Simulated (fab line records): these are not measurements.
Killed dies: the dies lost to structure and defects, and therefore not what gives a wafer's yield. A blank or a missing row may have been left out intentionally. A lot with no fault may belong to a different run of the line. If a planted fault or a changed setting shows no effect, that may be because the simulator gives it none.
Comparing a struck lot with a sound one / flow nandHarc / 15 out of 1302 route steps
Sound: the wafers L446.1, L446.4, L446.6. Struck: wafer L449.2 (L449.1, L449.5, from the same lot, were not struck and are left out); the cause is given at the end.
At each step with rows: each side's tool, then ch and its chambers, then its first start. Under that, the readings that differ: sound wafers / struck wafers / difference of the means / sigmas: that difference in standard deviations of wafers without a fault.
alike: a reading whose means differ by less than 2 such deviations, as well as words and numbers matching on both sides. not compared: withheld readings; readings where some wafer has no value; bounds like >300 that might hide an equal value; numbers whose values overlap and for which the record gives no deviation.
The two part at a step that has a row with sigmas, a row that says differs or no value, or rows on one side only. Non-overlapping numbers with no deviation appear without sigmas and do not part them. A reading missing from all wafers of one side parts the sides only when that side holds two or more wafers.

first, 1 step without rows for these wafers: NHARC_A_ONON_D1_DEP_09 (target thk 1000 nm).
NHARC_A_ONON_D1_THK_MEAS_11: measures by ellipsometry.
  struck on filmMetro-02, day 13 19:13; sound on filmMetro-02, day 12 09:24
  alike: thkNm
then, 1 step without rows for these wafers: NHARC_A_ONON_D1_DEP_12 (target thk 1000 nm).
NHARC_A_ONON_D1_THK_MEAS_14: measures by ellipsometry.
  struck on filmMetro-01, day 13 19:47; sound on filmMetro-01, day 12 09:58
  alike: thkNm
then, 2 steps without rows for these wafers: NHARC_A_ONON_D1_ANNEAL_15 (time 3600 s); NHARC_A_ONON_D1_DEP_16 (target thk 1000 nm).
NHARC_A_ONON_D1_THK_MEAS_18: measures by ellipsometry.
  struck on filmMetro-01, day 14 04:40; sound on filmMetro-01, day 12 18:01
  alike: thkNm
then, 1 step without rows for these wafers: NHARC_A_ONON_D1_DEP_19 (target thk 1000 nm).
NHARC_A_ONON_D1_THK_MEAS_21: measures by ellipsometry.
  struck on filmMetro-01, day 14 05:14; sound on filmMetro-01, day 12 18:34
  alike: thkNm
then, 1 step without rows for these wafers: NHARC_A_ONON_D1_DEP_22 (target thk 1000 nm).
NHARC_A_ONON_D1_THK_MEAS_24: measures by ellipsometry.
  struck on filmMetro-01, day 14 05:48; sound on filmMetro-01, day 12 19:08
  alike: thkNm
NHARC_A_ONON_D1_DEP_25: target thk 1000 nm.
  sound on pecvdOnon-02 ch 0, day 12 19:11; struck on pecvdOnon-02 ch 0, day 14 05:52
NHARC_A_ONON_D1_THK_MEAS_27: measures by ellipsometry.
  struck on filmMetro-01, day 14 06:22; sound on filmMetro-02, day 12 19:41
reading=thkNm (nm); sound=996 997 996; struck=1812; difference=+816; sigmas=+99 or more
then, 1 step without rows for these wafers: NHARC_A_ONON_D1_DEP_28 (target thk 1000 nm).
-- jump in the record: it breaks off in module A_ONON_D1 and resumes in module END (first step shown: number 1302 of the route), and 16 days separate the struck wafers' starts before and after --
NHARC_END_SORT_01:
  at this point the record logs the struck wafers (prober-02 ch 0, day 30 00:58) and has no rows for the sound ones

## WHERE THEY PART
First at NHARC_A_ONON_D1_THK_MEAS_27; last, within this record, at NHARC_END_SORT_01.

WHY: what the simulator had put in
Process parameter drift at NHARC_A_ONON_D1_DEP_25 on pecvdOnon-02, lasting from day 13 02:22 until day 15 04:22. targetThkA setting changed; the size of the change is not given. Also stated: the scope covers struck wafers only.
